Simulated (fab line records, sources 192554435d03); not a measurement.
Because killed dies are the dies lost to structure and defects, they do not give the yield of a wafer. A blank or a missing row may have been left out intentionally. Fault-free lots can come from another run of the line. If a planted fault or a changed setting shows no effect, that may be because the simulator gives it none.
Which tool was responsible? ; flow n5Finfet ; 12 lots, 36 wafers sampled, at 1 step of a route of 1938

## WHAT THE GAUGES SHOWED, per wafer
N5_BEOL_M15_THK_MEAS_01.
lot;measured;on;M15_ILD_THK (nm)
L075;day 11 23:16;filmMetro-02;1609 1600 1624
L077;day 12 01:14;filmMetro-02;1617 1630 1649
L079;day 12 10:45;filmMetro-02;1630 1606 1651
L083;day 13 11:52;filmMetro-01;1625 1642 1602
L081;day 13 12:16;filmMetro-01;1613 1618 1636
L084;day 14 07:24;filmMetro-01;1618 1655 1614
L088;day 14 20:27;filmMetro-02;1638 1644 1662
L089;day 15 19:54;filmMetro-01;1613 1647 1662
L092;day 15 23:58;filmMetro-02;1614 1611 1653
L094;day 16 12:13;filmMetro-02;1615 1623 1654
L095;day 17 02:07;filmMetro-01;1606 1598 1640
L096;day 17 12:52;filmMetro-02;1607 1635 1642

## WHICH TOOL RAN EACH LOT (tool, then ch and the chambers of the sampled wafers, then the start)
The record holds no process step before these readings.

## THE ANSWER, worked out from the rows above alone
Rule: the lots themselves supply what counts as usual. The widest of any qualifying gaps counts: lots, ordered by their means at a reading, are off when they make up no more than a third of the lots, leave a main group of 4 or more, and stand apart from it by 3 or more times the standard deviation of that group's means. Not used: any main group whose means are identical at the precision the tables above print for the reading. A lot without any number at a reading at which 4 lots or more have one is off too. Where the step has rows for the other lots, those lots are counted as sound.
No lot is off on any of the readings shown, so nothing can be concluded from this.

## WHAT THE SIMULATOR HAD INSERTED
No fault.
